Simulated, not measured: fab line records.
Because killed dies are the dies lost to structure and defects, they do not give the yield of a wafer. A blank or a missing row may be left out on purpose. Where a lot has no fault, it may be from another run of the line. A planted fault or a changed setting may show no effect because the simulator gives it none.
Chamber matching / flow nand-harc / rie-diel-05 running NHARC_P_M2_STRIP_18: 4 sister chambers
The step strips in N2/H2. 16 wafers are shown with their chamber, then 8 later ones without.

EACH WAFER AND ITS CHAMBER
wafer=L635.1; chamber=3; drypump-motor-current-A (A)=5.8; rf-fwd-power-W (W)=999; throttle-valve-pct (%)=14.182
wafer=L635.3; chamber=2; drypump-motor-current-A (A)=5.3; rf-fwd-power-W (W)=999; throttle-valve-pct (%)=14.177
wafer=L635.6; chamber=0; drypump-motor-current-A (A)=5.8; rf-fwd-power-W (W)=1000; throttle-valve-pct (%)=14.176
wafer=L637.2; chamber=0; drypump-motor-current-A (A)=5.8; rf-fwd-power-W (W)=1002; throttle-valve-pct (%)=14.184
wafer=L637.4; chamber=1; drypump-motor-current-A (A)=6.2; rf-fwd-power-W (W)=996; throttle-valve-pct (%)=14.180
wafer=L637.5; chamber=3; drypump-motor-current-A (A)=5.8; rf-fwd-power-W (W)=999; throttle-valve-pct (%)=14.155
wafer=L640.2; chamber=0; drypump-motor-current-A (A)=5.9; rf-fwd-power-W (W)=995; throttle-valve-pct (%)=14.166
wafer=L640.5; chamber=2; drypump-motor-current-A (A)=5.3; rf-fwd-power-W (W)=999; throttle-valve-pct (%)=14.163
wafer=L640.6; chamber=3; drypump-motor-current-A (A)=5.8; rf-fwd-power-W (W)=1000; throttle-valve-pct (%)=14.181
wafer=L639.2; chamber=0; drypump-motor-current-A (A)=5.8; rf-fwd-power-W (W)=1002; throttle-valve-pct (%)=14.167
wafer=L639.3; chamber=1; drypump-motor-current-A (A)=6.2; rf-fwd-power-W (W)=988; throttle-valve-pct (%)=14.175
wafer=L639.6; chamber=0; drypump-motor-current-A (A)=5.8; rf-fwd-power-W (W)=1001; throttle-valve-pct (%)=14.178
wafer=L642.2; chamber=0; drypump-motor-current-A (A)=5.8; rf-fwd-power-W (W)=994; throttle-valve-pct (%)=14.180
wafer=L642.3; chamber=2; drypump-motor-current-A (A)=5.3; rf-fwd-power-W (W)=995; throttle-valve-pct (%)=14.163
wafer=L642.5; chamber=1; drypump-motor-current-A (A)=6.1; rf-fwd-power-W (W)=996; throttle-valve-pct (%)=14.188
wafer=L643.1; chamber=1; drypump-motor-current-A (A)=6.1; rf-fwd-power-W (W)=995; throttle-valve-pct (%)=14.184

SIGNATURES (means of the wafers above)
reading=drypump-motor-current-A; chamber 0=5.817; chamber 1=6.150; chamber 2=5.300; chamber 3=5.800; scatter within a chamber=0.0391
reading=rf-fwd-power-W; chamber 0=999.00; chamber 1=993.75; chamber 2=997.67; chamber 3=999.33; scatter within a chamber=3.16
reading=throttle-valve-pct; chamber 0=14.17517; chamber 1=14.18175; chamber 2=14.16767; chamber 3=14.17267; scatter within a chamber=0.00891
Rule: for a wafer and a chamber, the distance is found by dividing, reading by reading, the gap between the wafer's reading and the chamber's mean by the reading's scatter, squaring, summing and taking the root. If the next closest chamber is less than 2 further off than the closest, the wafer can't be placed; otherwise it belongs to the closest. How the scatter is found: for the shown wafers, subtract from each reading the mean of its chamber, square and add these, divide the total by (wafers less chambers), then take the root.

WAFERS WHOSE CHAMBER IS MISSING
wafer=L643.2; drypump-motor-current-A (A)=5.8; rf-fwd-power-W (W)=1004; throttle-valve-pct (%)=14.174
wafer=L643.3; drypump-motor-current-A (A)=5.3; rf-fwd-power-W (W)=1003; throttle-valve-pct (%)=14.168
wafer=L644.1; drypump-motor-current-A (A)=5.8; rf-fwd-power-W (W)=1000; throttle-valve-pct (%)=14.164
wafer=L644.2; drypump-motor-current-A (A)=6.1; rf-fwd-power-W (W)=995; throttle-valve-pct (%)=14.186
wafer=L644.6; drypump-motor-current-A (A)=5.8; rf-fwd-power-W (W)=1001; throttle-valve-pct (%)=14.164
wafer=L657.2; drypump-motor-current-A (A)=6.2; rf-fwd-power-W (W)=992; throttle-valve-pct (%)=14.177
wafer=L657.3; drypump-motor-current-A (A)=5.8; rf-fwd-power-W (W)=1000; throttle-valve-pct (%)=14.164
wafer=L657.5; drypump-motor-current-A (A)=5.3; rf-fwd-power-W (W)=997; throttle-valve-pct (%)=14.166

WHICH CHAMBER EACH ONE RAN IN
wafer=L643.2; from the rows above=can't be placed: 3 or 0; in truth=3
wafer=L643.3; from the rows above=2; in truth=2
wafer=L644.1; from the rows above=can't be placed: 3 or 0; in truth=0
wafer=L644.2; from the rows above=1; in truth=1
wafer=L644.6; from the rows above=can't be placed: 3 or 0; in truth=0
wafer=L657.2; from the rows above=1; in truth=1
wafer=L657.3; from the rows above=can't be placed: 3 or 0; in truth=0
wafer=L657.5; from the rows above=2; in truth=2
Placed correctly: 4 of 8. Not placeable from these rows: 4 (in 4, the candidates include the true chamber). Number placed wrongly: 0.
